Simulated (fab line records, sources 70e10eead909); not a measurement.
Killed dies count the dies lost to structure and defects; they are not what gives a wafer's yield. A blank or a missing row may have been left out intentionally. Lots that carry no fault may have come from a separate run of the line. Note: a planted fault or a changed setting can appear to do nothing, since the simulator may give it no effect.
Matching of chambers / flow nand harc / NHARC_A_STAIRCASE_DESCUM_291 on rie diel-08 has 4 sister chambers
The step chemistry O2, time 3 s. 4 wafers are shown with their chamber, then 8 later ones without.

== WAFERS WITH THEIR CHAMBER ==
wafer=L089.2; chamber=3; drypump motor current A (A)=6.0
wafer=L092.4; chamber=0; drypump motor current A (A)=5.5
wafer=L092.5; chamber=2; drypump motor current A (A)=5.7
wafer=L095.1; chamber=1; drypump motor current A (A)=5.2

== WAFERS WITHOUT THEIR CHAMBER ==
wafer=L095.4; drypump motor current A (A)=5.5
wafer=L095.6; drypump motor current A (A)=5.6
wafer=L096.1; drypump motor current A (A)=5.2
wafer=L096.4; drypump motor current A (A)=5.6
wafer=L096.6; drypump motor current A (A)=5.6
wafer=L097.1; drypump motor current A (A)=6.0
wafer=L097.4; drypump motor current A (A)=5.5
wafer=L097.6; drypump motor current A (A)=5.6

== WHICH CHAMBER EACH ONE RAN IN ==
wafer=L095.4; from the rows above=0; in truth=0
wafer=L095.6; from the rows above=can't be placed: 0 or 2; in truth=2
wafer=L096.1; from the rows above=1; in truth=1
wafer=L096.4; from the rows above=can't be placed: 0 or 2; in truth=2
wafer=L096.6; from the rows above=can't be placed: 0 or 2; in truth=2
wafer=L097.1; from the rows above=3; in truth=3
wafer=L097.4; from the rows above=0; in truth=0
wafer=L097.6; from the rows above=can't be placed: 0 or 2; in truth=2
Correct placement for 4 of the 8. Cannot be placed on the basis of these rows: 4; the candidates contain the true chamber in 4. Placed wrongly: 0.
How it was worked out, from the rows above alone: a wafer's distance from a chamber is the root of the sum, over the readings, of the square of ((its reading less the chamber's mean) divided by the reading's scatter). The wafer belongs to the nearest chamber; if the next one is less than 2 further off, it can't be placed. A chamber's mean is the mean of its shown wafers. The scatter: with one shown wafer a chamber, the root of the mean of the squares of how far each hidden wafer lies from its nearest shown one.
